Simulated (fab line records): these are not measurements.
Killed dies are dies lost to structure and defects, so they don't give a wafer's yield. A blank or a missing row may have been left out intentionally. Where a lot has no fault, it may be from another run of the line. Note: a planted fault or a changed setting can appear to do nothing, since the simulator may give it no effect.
What tool caused it?    flow nand harc    12 lots with 36 wafers sampled at 2 steps, on a route of 1302 steps

== WHAT THE GAUGES SHOWED, per wafer ==
NHARC_P_M2_OVL_MEAS_10: pitch 340 nm.
lot   measured      on          overlay x nm (nm)
L076  day 7 01:37   overlay-02  0.4 0.5 0.8
L077  day 7 13:32   overlay-02  2.2 1.6 2.0
L079  day 8 13:12   overlay-01  0.3 0.5 0.2
L081  day 9 12:08   overlay-02  -0.2 -0.6 0.1
L083  day 10 02:44  overlay-02  0.5 0.8 0.4
L085  day 11 01:10  overlay-01  -0.8 -0.8 -0.2
L087  day 11 17:56  overlay-01  0.0 -1.1 -0.7
L088  day 12 18:05  overlay-01  -1.4 -0.5 -1.0
L091  day 13 15:58  overlay-02  -0.7 -0.8 -0.5
L093  day 14 06:41  overlay-01  -0.2 -0.1 0.1
L095  day 14 23:42  overlay-02  0.1 0.8 0.3
L096  day 16 23:28  overlay-01  0.7 0.5 0.8

== WHICH TOOL RAN EACH LOT (tool, then ch and the chambers of the sampled wafers, then the start) ==
lot   NHARC_P_M0_PRE_CLEAN_31
L076  pecvd-03 ch 0,1, day 6 20:19
L077  pecvd-03 ch 0,1,2, day 7 07:58
L079  pecvd-02 ch 0,1,2, day 8 07:28
L081  pecvd-02 ch 0,1,2, day 9 06:40
L083  pecvd-01 ch 0,2, day 9 21:04
L085  pecvd-03 ch 0,2, day 10 19:34
L087  pecvd-01 ch 0,1,2, day 11 12:17
L088  pecvd-02 ch 0,1,2, day 12 12:21
L091  pecvd-03 ch 0,1, day 13 10:23
L093  pecvd-03 ch 0,1,2, day 14 01:10
L095  pecvd-02 ch 0,1,2, day 14 18:08
L096  pecvd-01 ch 0,1,2, day 16 17:52
- NHARC_P_M0_PRE_CLEAN_31: time 12 s.

== THE ANSWER, worked out from the rows above alone ==
Rule: the usual values come from the lots themselves. Put in order of their means at a reading, lots are off if they are a third of the lots or fewer, leave a main group of 4 or more, and stand apart from it by a gap of 3 or more times the standard deviation of the main group's means; of several such gaps the widest counts. If all means in a main group match to the digits the tables above print for the reading, that group is not used. A lot without any number at a reading at which 4 lots or more have one is off too. Where the step has rows for the other lots, those lots are counted as sound.
None of the lots is off at any reading shown; this tells nothing.

== WHAT HAD BEEN PUT IN BY THE SIMULATOR ==
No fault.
